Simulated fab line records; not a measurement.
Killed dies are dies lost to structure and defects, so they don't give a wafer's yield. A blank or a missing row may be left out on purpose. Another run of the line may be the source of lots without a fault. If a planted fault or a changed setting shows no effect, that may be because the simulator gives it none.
Chamber matching | flow nand harc | NHARC_P_GATE_DEP_103 on pecvd-03: 3 sister chambers
The step deposits SiON, target thk 30 nm. 6 wafers are shown with their chamber, then 7 later ones without.

WAFERS, EACH WITH ITS CHAMBER
wafer  | chamber | heater power w (W)
L307.3 | 1       | 683
L309.2 | 1       | 750
L309.3 | 2       | 575
L309.6 | 0       | 848
L310.3 | 2       | 665
L310.4 | 0       | 740

WAFERS MISSING THEIR CHAMBER
wafer  | heater power w (W)
L310.6 | 734
L311.1 | 686
L311.3 | 671
L311.4 | 686
L312.2 | 735
L312.4 | 626
L312.5 | 807

EACH ONE'S CHAMBER
wafer  | from the rows above          | in truth
L310.6 | can't be placed: 1 or 0 or 2 | 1
L311.1 | can't be placed: 1 or 2 or 0 | 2
L311.3 | can't be placed: 1 or 2 or 0 | 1
L311.4 | can't be placed: 1 or 2 or 0 | 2
L312.2 | can't be placed: 1 or 0 or 2 | 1
L312.4 | can't be placed: 2 or 1      | 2
L312.5 | can't be placed: 0 or 1      | 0
Correct placement for 0 of the 7. Cannot be placed on the basis of these rows: 7; the candidates contain the true chamber in 7. Wrongly placed: 0.
How it was worked out, from the rows above alone: a wafer's distance from a chamber is the root of the sum, over the readings, of the square of ((its reading less the chamber's mean) divided by the reading's scatter). If the next closest chamber is less than 2 further off than the closest, the wafer can't be placed; otherwise it belongs to the closest. A chamber's mean is the mean of its shown wafers. The scatter is the square root of a quotient: the sum, over the shown wafers, of each reading's squared deviation from its chamber's mean, divided by wafers minus chambers.
